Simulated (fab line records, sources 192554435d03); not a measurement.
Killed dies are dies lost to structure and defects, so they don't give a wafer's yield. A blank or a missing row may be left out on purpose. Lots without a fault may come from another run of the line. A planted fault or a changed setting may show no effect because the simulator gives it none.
fab line records | flow n5_finfet
record lots=6 wafers=18 last_day=17
route steps=1938 shown BEOL_M1@833 BEOL_M2@841 BEOL_M4@1111 PASSIVATION@1936
lots that met no fault: from a run of the same line without faults
start_h: hours from the record's first day to the start of the lot's first wafer shown | wait_h: hours since the lot's step before | " the same as in the row above | L1.1+2: a row that stands for several wafers | - no value, or no start given | * or withheld: withheld | < > ~ a bound
route shown NAME@n: a module of which the file shows steps, and the number in the route of the first | usual: mean/standard deviation of fault-free wafers | same: alike in all rows | chamber/n: place in a boat | sites: the reading at each site | _std_site: their standard deviation | _edge_site: outer sites' mean less inner sites' | radius_mm: how far each site lies from the wafer's centre | mask NAME#n: copy n | behind: the tool/chamber that last shaped the wafer | hold: why the lot was held/for how many hours/how that ended | device: the transistor (n, p or np) that didn't switch | end of line: the same wafers' tests at the end of the route | a step without rows: its recipe alone | killed: dies lost to structure and defects at the first sort, not the wafer's yield | map: a wafer's dies, x killed, . not, _ none there
set.NAME: the setting as run; set.NAME@STEP: as run at that earlier step | model.NAME: the simulator's own value behind a step, which no gauge read
lots at some steps of the route; a table a step, a row a wafer
services: from which hour (start_h, from the record's first day; less than 0 if before it) a tool's chamber was out of use, for how many hours, and why
## steps
# step N5_BEOL_M1_CMP_52
# recipe stop_on=SiOC t_overpolish_s=6.8 down_force_psi=1 platen_rpm=50 clearing_platen_down_force_psi=1.5 clearing_platen_rpm=50 post_cmp_clean=cu_alkaline target_thk_nm=40 clearing_platen_pad_velocity_m_s=0.99484 pad_velocity_m_s=0.99484
# usual barrier_field_endpoint_s=24.4/0.66 motor_current_A=6.0/0.63 overpolish_run_s=6.801/0.0088 slurry_filter_dp_kPa=13.49/0.14 time_to_endpoint_s=62/3.2
# columns lot.wafer tool chamber start_h wait_h barrier_field_endpoint_s motor_current_A overpolish_run_s slurry_filter_dp_kPa time_to_endpoint_s
L899.4 cmp-03 1 134.12 0.2 24.1 5.5 6.796 13.42 61
L899.2 " 2 " " 24.2 5.4 6.804 13.48 64
L899.6 " 1 " " 24.2 5.7 6.796 13.45 60
L904.4 cmp-01 2 170.48 0.1 25.8 6.5 6.794 13.41 65
L904.1 " 3 " " 25.6 7.1 6.788 13.34 68
L904.6 " 3 " " 26.1 7.0 6.809 13.35 67
L909.1 cmp-04 2 203.63 0.3 23.8 6.5 6.811 13.27 61
L909.2 " 3 " " 23.6 5.3 6.795 13.68 58
L909.5 " 2 " " 24.3 6.7 6.810 13.71 62
L912.3 cmp-04 3 226.94 0.2 24.4 5.8 6.800 13.63 62
L912.2 " 1 " " 24.5 5.8 6.801 13.60 64
L912.6 " 3 " " 24.9 5.7 6.806 13.45 62
L914.4 cmp-01 1 227.54 0.1 24.3 5.2 6.798 13.64 64
L914.1 " 0 " " 23.1 5.5 6.809 13.34 58
L914.6 " 2 " " 24.9 6.3 6.788 13.46 65
L916.3 cmp-03 0 231.32 0.2 25.2 5.8 6.808 13.47 64
L916.2 " 3 " " 25.3 5.8 6.806 13.70 65
L916.5 " 0 " " 25.0 6.1 6.771 13.31 61
# step N5_BEOL_M1_THK_MEAS_53
# recipe thk_meas_gauge=xrf reads=Cu_of_BEOL_M1_ECD_50
# usual M1_THK=39.7/1.5
# columns lot.wafer tool chamber start_h wait_h M1_THK[nm]
L899.2 film_metro-02 - 134.38 - 40.2
L899.4 " - " " 40.9
L899.6 " - " " 41.7
L904.1 film_metro-01 - 170.77 - 40.3
L904.4 " - " " 41.1
L904.6 " - " " 43.4
L909.1 film_metro-02 - 203.92 - 39.7
L909.2 " - " " 38.4
L909.5 " - " " 41.2
L912.2 film_metro-02 - 227.20 - 37.3
L912.3 " - " " 41.1
L912.6 " - " " 41.7
L914.1 film_metro-02 - 227.84 - 37.9
L914.4 " - " " 40.5
L914.6 " - " " 39.2
L916.2 film_metro-02 - 231.62 - 40.3
L916.3 " - " " 40.8
L916.5 " - " " 41.1
# step N5_BEOL_M1_PRE_CLEAN_60
# recipe gas=NH3/H2 time_s=15 temp_c=* rf_power_w=300
# usual heater_power_outer_w=29/13 heater_power_w=97/19
# columns lot.wafer tool chamber start_h wait_h heater_power_outer_w heater_power_w
L899.2 cvd_co-01 0 134.42 0.0 38 110
L899.4 " 2 " " 19 76
L899.6 " 2 " " 19 78
L904.1 cvd_co-01 1 170.81 0.0 50 123
L904.4 " 1 " " 49 124
L904.6 " 2 " " 19 75
L909.1 cvd_co-01 1 203.96 0.0 50 123
L909.2 " 0 " " 39 115
L909.5 " 0 " " 39 113
L912.2 cvd_co-02 1 227.24 0.0 12 77
L912.3 " 2 " " 21 79
L912.6 " 2 " " 21 80
L914.1 cvd_co-01 0 227.87 0.0 38 111
L914.4 " 2 " " 20 77
L914.6 " 1 " " 49 126
L916.2 cvd_co-01 2 231.65 0.0 20 77
L916.3 " 0 " " 40 113
L916.5 " 2 " " 19 77
# step N5_BEOL_M1_CO_CAP_55
# recipe material=Co target_thk_a=20 temp_c=200 precursor=CCTBA/H2 pressure_torr=30 time_s=102.1
# usual heater_power_outer_w=134/16 heater_power_w=250/23
# columns lot.wafer tool chamber start_h wait_h heater_power_outer_w heater_power_w
L899.2 cvd_co-01 0 134.48 0.0 143 269
L899.4 " 2 " " 124 226
L899.6 " 2 " " 124 230
L904.1 cvd_co-01 1 170.85 0.0 159 281
L904.4 " 1 " " 160 276
L904.6 " 2 " " 119 227
L909.1 cvd_co-01 1 204.00 0.0 157 286
L909.2 " 0 " " 146 263
L909.5 " 0 " " 146 271
L912.2 cvd_co-02 1 227.28 0.0 114 227
L912.3 " 2 " " 123 229
L912.6 " 2 " " 123 224
L914.1 cvd_co-01 0 227.91 0.0 149 264
L914.4 " 2 " " 124 230
L914.6 " 1 " " 159 277
L916.2 cvd_co-01 2 231.69 0.0 121 228
L916.3 " 0 " " 147 270
L916.5 " 2 " " 124 226
# step N5_BEOL_M1_PRE_CLEAN_56
# recipe gas=NH3 time_s=15 temp_c=withheld rf_power_w=300
# step N5_BEOL_M1_DEP_57
# recipe material=SiCN target_thk_a=80 temp_c=withheld precursor=3MS/NH3 pressure_torr=3 rf_w=202 time_s=14
# step N5_BEOL_M1_RS_MEAS_58
# recipe thk_meas_gauge=four-point-probe reads=Co_of_BEOL_M1_CO_CAP_55+Cu_of_BEOL_M1_ECD_50+Co_of_BEOL_M1_CVD_47+TaN_of_BEOL_M1_ALD_84
# usual M1_RS=0.68/0.033
# columns lot.wafer tool chamber start_h wait_h M1_RS[ohm/sq]
L899.2 film_metro-02 - 134.70 0.1 0.67
L899.4 " - " " 0.65
L899.6 " - " " 0.64
L904.1 film_metro-01 - 171.03 0.0 0.66
L904.4 " - " " 0.64
L904.6 " - " " 0.60
L909.1 film_metro-02 - 204.19 0.0 0.67
L909.2 " - " " 0.69
L909.5 " - " " 0.63
L912.2 film_metro-01 - 227.49 0.1 0.73
L912.3 " - " " 0.64
L912.6 " - " " 0.63
L914.1 film_metro-01 - 228.10 0.0 0.72
L914.4 " - " " 0.66
L914.6 " - " " 0.69
L916.2 film_metro-01 - 231.88 0.1 0.66
L916.3 " - " " 0.65
L916.5 " - " " 0.65
# step N5_BEOL_M1_INSPECT_59
# recipe inspect_instrument=darkfield mode=post_dep
# usual raw_defect_count=73/25
# columns lot.wafer tool chamber start_h wait_h raw_defect_count
L899.2 defect_inspect-01 - 134.72 0.0 27
L899.4 " - " " 58
L899.6 " - " " 61
L904.1 defect_inspect-01 - 171.06 0.0 57
L904.4 " - " " 91
L904.6 " - " " 41
L909.1 defect_inspect-02 - 204.21 0.0 41
L909.2 " - " " 50
L909.5 " - " " 65
L912.2 defect_inspect-01 - 227.52 0.0 83
L912.3 " - " " 71
L912.6 " - " " 37
L914.1 defect_inspect-01 - 228.12 0.0 60
L914.4 " - " " 67
L914.6 " - " " 40
L916.2 defect_inspect-01 - 231.90 0.0 62
L916.3 " - " " 92
L916.5 " - " " 59
# step N5_BEOL_M2_ILD_DEP_00
# recipe material=SiOC target_thk_a=790 temp_c=350 precursor=DEMS/O2 pressure_torr=5 rf_w=500 time_s=15.3
# usual heater_power_outer_w=292/53 heater_power_w=530/80 showerhead_plenum_p_Torr=5.699/0.019 throttle_valve_pct=12.2/1.3
# columns lot.wafer tool chamber start_h wait_h heater_power_outer_w heater_power_w showerhead_plenum_p_Torr throttle_valve_pct
L899.2 pecvd-03 0 134.76 0.0 300 530 5.686 14.5
L899.4 " 2 " " 373 653 5.713 10.7
L899.6 " 1 " " 320 579 5.711 12.7
L904.1 pecvd-04 2 171.09 0.0 254 453 5.714 11.4
L904.4 " 2 " " 247 448 5.715 11.2
L904.6 " 0 " " 312 513 5.694 11.1
L909.1 pecvd-03 0 204.25 0.0 279 510 5.695 14.4
L909.2 " 2 " " 324 588 5.715 10.6
L909.5 " 1 " " 333 597 5.713 12.4
L912.2 pecvd-04 0 227.55 0.0 310 520 5.695 11.2
L912.3 " 2 " " 264 473 5.702 11.3
L912.6 " 2 " " 270 478 5.702 11.5
L914.1 pecvd-03 0 228.16 0.0 321 575 5.677 14.6
L914.4 " 1 " " 336 591 5.724 12.6
L914.6 " 2 " " 336 608 5.719 10.7
L916.2 pecvd-02 1 231.94 0.0 195 417 5.708 12.2
L916.3 " 1 " " 206 422 5.693 12.2
L916.5 " 1 " " 196 431 5.707 12.3
# step N5_BEOL_M2_THK_MEAS_01
# recipe reads=SiOC_of_BEOL_M2_ILD_DEP_00
# usual M2_ILD_THK=79.0/1
# columns lot.wafer tool chamber start_h wait_h M2_ILD_THK[nm]
L899.2 film_metro-02 - 134.83 0.1 78.1
L899.4 " - " " 80.4
L899.6 " - " " 81.1
L904.1 film_metro-01 - 171.16 0.0 79.0
L904.4 " - " " 79.8
L904.6 " - " " 79.9
L909.1 film_metro-01 - 204.32 0.0 77.0
L909.2 " - " " 77.2
L909.5 " - " " 78.4
L912.2 film_metro-01 - 227.64 0.1 79.6
L912.3 " - " " 80.3
L912.6 " - " " 80.1
L914.1 film_metro-01 - 228.23 0.0 78.9
L914.4 " - " " 80.3
L914.6 " - " " 79.0
L916.2 film_metro-01 - 232.02 0.1 77.9
L916.3 " - " " 78.5
L916.5 " - " " 78.6
# step N5_BEOL_M2_PECVD_72
# recipe material=SiO2 target_thk_a=160 temp_c=400 precursor=TEOS/O2 pressure_torr=5.5 rf_w=450 teos_flow_sccm=53.8 gas=O2 flow_sccm=3000 time_s=18
# step N5_BEOL_M2_HM_DEP_02
# recipe material=TiN target_thk_a=200 temp_c=25 chamber_pressure_pa=0.49996
# usual throttle_valve_pct=29.7/1
# columns lot.wafer tool chamber start_h wait_h throttle_valve_pct
L899.2 pvd_sputter-02 - 134.94 0.1 28.4
L899.4 " - " " 29.1
L899.6 " - " " 30.2
L904.1 pvd_sputter-02 - 171.88 0.7 30.3
L904.4 " - " " 29.7
L904.6 " - " " 28.9
L909.1 pvd_sputter-02 - 204.43 0.1 28.8
L909.2 " - " " 28.3
L909.5 " - " " 28.0
L912.2 pvd_sputter-02 - 228.18 0.5 29.6
L912.3 " - " " 28.4
L912.6 " - " " 30.3
L914.1 pvd_sputter-03 - 228.57 0.3 30.3
L914.4 " - " " 30.1
L914.6 " - " " 29.9
L916.2 pvd_sputter-03 - 234.23 2.2 30.0
L916.3 " - " " 28.4
L916.5 " - " " 29.3
# step N5_BEOL_M2_COAT_61
# recipe resist=SOC temp_c=250 time_s=60 spin_rpm=1500 resist_thk_nm=60
# usual heater_power_total_W=500.5/1.9 plate_temp_C=250.02/0.19
# columns lot.wafer tool chamber start_h wait_h heater_power_total_W plate_temp_C
L899.2 litho_track-03 0 135.07 0.1 499.0 250.04
L899.4 " 0 " " 499.1 249.79
L899.6 " 0 " " 501.3 250.14
L904.1 litho_track-01 0 172.01 0.1 498.4 250.31
L904.4 " 0 " " 499.8 249.89
L904.6 " 0 " " 502.2 250.13
L909.1 litho_track-01 0 204.55 0.1 508.1 253.45
L909.2 " 0 " " 510.8 253.23
L909.5 " 0 " " 511.9 253.60
L912.2 litho_track-01 0 228.30 0.1 510.1 253.42
L912.3 " 0 " " 506.0 253.79
L912.6 " 0 " " 511.9 253.53
L914.1 litho_track-04 0 228.71 0.1 500.9 249.98
L914.4 " 0 " " 502.9 250.20
L914.6 " 0 " " 502.4 250.20
L916.2 litho_track-04 0 234.36 0.1 502.4 250.15
L916.3 " 0 " " 501.7 250.06
L916.5 " 0 " " 498.7 250.13
# step N5_BEOL_M2_COAT_62
# recipe resist=SiARC temp_c=220 time_s=60 spin_rpm=1500 resist_thk_nm=12
# step N5_BEOL_M4_RC_MEAS_101
# usual DIBL_N=36.0/2.2 DIBL_P=36.2/2.4 IOFF_N=0.16/0.035 IOFF_P=0.21/0.037 ION_N=672/13 ION_P=461/7 SS_N=71.4/0.69 SS_P=73.2/0.75 VT_N=250/3.4 VT_P=-251/3
# columns lot.wafer tool chamber start_h wait_h DIBL_N[mV/V] DIBL_P[mV/V] IOFF_N[nA/um] IOFF_P[nA/um] ION_N[uA/um] ION_P[uA/um] SS_N[mV/dec] SS_P[mV/dec] VT_N[mV] VT_P[mV]
L899.2 prober-01 0 205.17 0.2 36.3 36.5 0.16 0.20 671 455 72.0 73.4 250 -253
L899.4 " 0 " " 35.2 36.3 0.15 0.20 683 467 70.9 73.0 247 -252
L899.6 " 0 " " 36.4 37.6 0.18 0.21 677 460 72.2 73.9 244 -252
L904.1 prober-02 0 236.73 0.0 33.1 33.9 0.11 0.17 653 452 70.3 72.8 258 -255
L904.4 " 0 " " 36.9 37.4 0.19 0.23 678 466 72.1 73.7 248 -249
L904.6 " 0 " " 37.6 38.0 0.20 0.24 668 458 72.4 74.2 249 -250
L909.1 prober-02 0 264.42 0.0 35.7 36.6 0.16 0.26 674 473 71.2 73.6 250 -249
L909.2 " 0 " " 36.3 35.6 0.16 0.24 670 464 71.5 73.7 248 -247
L909.5 " 0 " " 34.7 33.7 0.14 0.21 664 467 71.6 72.2 252 -249
L912.2 prober-01 0 271.02 0.2 37.4 37.4 0.19 0.24 672 462 71.8 73.5 248 -250
L912.3 " 0 " " 37.3 37.3 0.18 0.22 676 462 71.7 73.2 249 -249
L912.6 " 0 " " 35.7 35.6 0.15 0.20 665 455 71.8 73.0 250 -251
L914.1 prober-02 0 299.45 0.0 37.9 40.2 0.21 0.28 686 467 71.3 74.3 245 -246
L914.4 " 0 " " 34.5 35.1 0.14 0.20 656 456 71.1 73.0 249 -252
L914.6 " 0 " " 35.7 37.1 0.16 0.22 665 457 70.9 73.1 249 -248
L916.2 prober-01 0 302.81 0.2 33.9 33.1 0.11 0.17 657 458 70.2 72.8 253 -254
L916.3 " 0 " " 36.3 35.1 0.14 0.19 669 457 71.1 73.5 251 -251
L916.5 " 0 " " 34.0 33.0 0.11 0.16 649 454 70.1 72.9 253 -253
# step N5_PASSIVATION_PROBE_49
# usual defect_limited_yield=91.2/1.4 killed_at_M0_to_M3=34/9.4 killed_at_M4_up=14/5.6 killed_at_contacts=13/7.8 killed_at_front_end=37/10 killed_at_other=4/3.3 killed_dies=103/17 killed_open=68/13 killed_short=33/8.2 sort_bin_5_function=5.1/0.92 sort_bin_6_memory=3.3/0.71 sort_n_pass=1077/17 sort_yield_pct=91.2/1.4
# same gross_dies=1180 killed_at_back_side=0 sort_bin_4_leakage[%]=0 sort_bin_8_speed[%]=0
# columns lot.wafer tool chamber start_h wait_h defect_limited_yield[%] killed_at_M0_to_M3 killed_at_M4_up killed_at_contacts killed_at_front_end killed_at_other killed_dies killed_open killed_short sort_bin_5_function[%] sort_bin_6_memory[%] sort_n_pass sort_yield_pct[%]
L899.2 prober-02 - 310.52 0.1 91.4 36 3 31 28 4 102 71 30 5.1 3.1 1078 91.4
L899.4 prober-02 - 310.62 0.2 91.9 25 11 32 22 5 95 58 31 5.0 2.5 1085 91.9
L899.6 prober-02 - 310.72 0.3 88.1 31 7 51 51 1 141 101 40 6.8 4.7 1039 88.1
L909.1 prober-02 - 372.54 0.0 90.3 42 9 28 34 1 114 75 39 5.7 3.7 1066 90.3
L909.2 prober-02 - 372.59 0.1 91.2 39 11 19 35 0 104 64 39 5.3 3.3 1076 91.2
L909.5 prober-02 - 372.74 0.2 91.4 40 18 15 26 3 102 75 27 5.3 3.4 1078 91.4
L912.2 prober-02 - 383.00 0.1 90.8 34 13 4 55 3 109 69 37 5.2 3.7 1071 90.8
L912.3 prober-02 - 383.05 0.1 90.4 34 14 19 39 7 113 77 35 5.9 3.2 1067 90.4
L912.6 prober-02 - 383.20 0.3 91.1 37 3 21 37 7 105 67 37 5.2 3.4 1075 91.1
L914.1 prober-01 - 409.87 0.0 92.5 28 7 7 45 2 89 70 19 4.2 3.0 1091 92.5
L914.4 prober-01 - 410.02 0.2 91.3 25 12 9 56 1 103 63 34 4.9 3.1 1077 91.3
L914.6 prober-01 - 410.12 0.3 93.6 27 6 11 30 2 76 51 25 3.2 2.7 1104 93.6
# killed by level:class
L899.2 MOL_CONTACT_COAG:geometric_particle:open=25 BEOL_M3:geometric_particle:open=9 BEOL_M0_SAQP:geometric_particle:open=8 BEOL_M0_SAQP:geometric_particle:short=8 FIN_SAQP:geometric_particle:open=6 MOL_CONTACT_COAG:geometric_particle:short=6 BEOL_M2:geometric_particle:open=5 FIN_SAQP:geometric_particle:short=4
L899.4 MOL_CONTACT_COAG:geometric_particle:open=25 MOL_CONTACT_COAG:geometric_particle:short=7 BEOL_M1:geometric_particle:open=7 BEOL_M0_SAQP:geometric_particle:short=5 BEOL_M1:geometric_particle:short=5 HKMG_FIN:area_etch=5 DUMMY_GATE:geometric_particle:open=3 BEOL_M0_SAQP:geometric_particle:open=3
L899.6 MOL_CONTACT_COAG:geometric_particle:open=42 STI_FIN_REVEAL:geometric_particle:open=13 FIN_SAQP:geometric_particle:short=9 MOL_CONTACT_COAG:geometric_particle:short=9 FIN_SAQP:geometric_particle:open=7 BEOL_M0_SAQP:geometric_particle:short=7 BEOL_M2:geometric_particle:open=7 DUMMY_GATE:geometric_particle:open=5
L909.1 MOL_CONTACT_COAG:geometric_particle:open=23 BEOL_M0_SAQP:geometric_particle:short=15 GATE_CUT:geometric_particle:open=10 BEOL_M0_SAQP:geometric_particle:open=10 STI_FIN_REVEAL:geometric_particle:open=6 GATE_CUT:geometric_particle:short=6 MOL_CONTACT_COAG:geometric_particle:short=5 BEOL_M1:geometric_particle:open=5
L909.2 BEOL_M3:geometric_particle:open=16 MOL_CONTACT_COAG:geometric_particle:open=13 FIN_SAQP:geometric_particle:short=10 BEOL_M0_SAQP:geometric_particle:short=9 GATE_CUT:geometric_particle:short=7 MOL_CONTACT_COAG:geometric_particle:short=6 BEOL_M0_SAQP:geometric_particle:open=5 BEOL_M2:geometric_particle:open=4
L909.5 MOL_CONTACT_COAG:geometric_particle:open=13 BEOL_M2:geometric_particle:open=9 BEOL_M3:geometric_particle:open=7 BEOL_M0_SAQP:geometric_particle:open=7 BEOL_M0_SAQP:geometric_particle:short=7 FIN_SAQP:geometric_particle:open=6 BEOL_M1:geometric_particle:open=6 GATE_CUT:geometric_particle:open=5
L912.2 BEOL_M3:geometric_particle:open=14 STI_FIN_REVEAL:geometric_particle:open=13 FIN_SAQP:geometric_particle:short=10 FIN_SAQP:geometric_particle:open=9 GATE_CUT:geometric_particle:short=4 BEOL_M3:geometric_particle:short=4 STARTING-WAFER:geometric_particle:open=4 STI_FIN_REVEAL:geometric_particle:short=3
L912.3 MOL_CONTACT_COAG:geometric_particle:open=14 BEOL_M3:geometric_particle:open=11 FIN_SAQP:geometric_particle:open=9 FIN_SAQP:geometric_particle:short=8 STI_FIN_REVEAL:geometric_particle:open=8 BEOL_M2:geometric_particle:open=5 MOL_CONTACT_COAG:geometric_particle:short=5 BEOL_M0_SAQP:geometric_particle:short=4
L912.6 MOL_CONTACT_COAG:geometric_particle:open=15 STI_FIN_REVEAL:geometric_particle:open=10 BEOL_M0:geometric_particle:short=9 FIN_SAQP:geometric_particle:open=8 BEOL_M2:geometric_particle:open=8 BEOL_M3:geometric_particle:open=8 FIN_SAQP:geometric_particle:short=6 MOL_CONTACT_COAG:geometric_particle:short=6
L914.1 STI_FIN_REVEAL:geometric_particle:open=18 BEOL_M1:geometric_particle:open=10 FIN_SAQP:geometric_particle:open=9 GATE_CUT:geometric_particle:open=6 MOL_CONTACT_COAG:geometric_particle:open=6 BEOL_M0_SAQP:geometric_particle:short=5 FIN_SAQP:geometric_particle:short=4 BEOL_M0_SAQP:geometric_particle:open=3
L914.4 FIN_SAQP:geometric_particle:open=12 FIN_SAQP:geometric_particle:short=11 STI_FIN_REVEAL:geometric_particle:open=11 BEOL_M0_SAQP:geometric_particle:open=9 MOL_CONTACT_COAG:geometric_particle:open=8 BEOL_M0_SAQP:geometric_particle:short=5 BEOL_M2:geometric_particle:open=5 HKMG_FIN:area_etch=5
L914.6 STI_FIN_REVEAL:geometric_particle:open=12 BEOL_M2:geometric_particle:open=10 MOL_CONTACT_COAG:geometric_particle:open=8 BEOL_M0_SAQP:geometric_particle:open=6 BEOL_M1:geometric_particle:open=5 BEOL_M0_SAQP:geometric_particle:short=4 FIN_SAQP:geometric_particle:short=3 DUMMY_GATE:geometric_particle:open=3
## services
# columns tool chamber start_h hours kind
cmp-04 - 112.58 3.5 pm
cvd_co-02 1 114.67 - clean
cvd_co-02 1 114.67 22.0 scheduled_down
cvd_co-02 1 114.67 22.0 vent_cycle
cvd_co-01 1 129.59 16.6 repair
pecvd-02 1 133.93 2.1 scheduled_down
pvd_sputter-02 - 139.65 3.9 repair
pecvd-03 1 140.91 3.5 repair
pvd_sputter-03 - 144.16 23.3 repair
cvd_co-02 0 151.94 5.1 repair
cmp-01 - 153.41 0.8 repair
cmp-01 - 166.14 4.0 pm
cmp-01 - 170.14 - consumable_replace:conditioner
cmp-01 - 170.14 - consumable_replace:pad
pvd_sputter-02 - 183.42 2.3 repair
pecvd-04 0 185.76 4.8 repair
pecvd-02 0 192.78 19.7 repair
cmp-04 - 209.07 7.8 pm
pecvd-02 2 212.45 - clean
pecvd-02 2 212.45 - consumable_replace:showerhead
pecvd-02 2 212.45 29.0 scheduled_down
cmp-04 - 223.01 2.0 repair
pecvd-04 - 224.36 1.5 repair
pecvd-03 0 225.67 2.2 repair
## key
first_sign step=N5_BEOL_M2_COAT_61 reading=plate_temp_C direction=up sigmas=18 usual=* struck=*
effect step=N5_BEOL_M2_COAT_61 reading=heater_power_total_W direction=up sigmas=4.9 usual=* struck=*
met_at N5_BEOL_M2_COAT_61
struck_wafers L909.1,L909.2,L909.5,L912.2,L912.3,L912.6
onset_between 172.01 204.55
fault kind=process_parameter_drift tool=litho_track-01 chamber=- onset_h=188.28 steps=N5_BEOL_M2_COAT_61 channel=temp_c offset=* shape=step end_h=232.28 acts_in=* stated=*
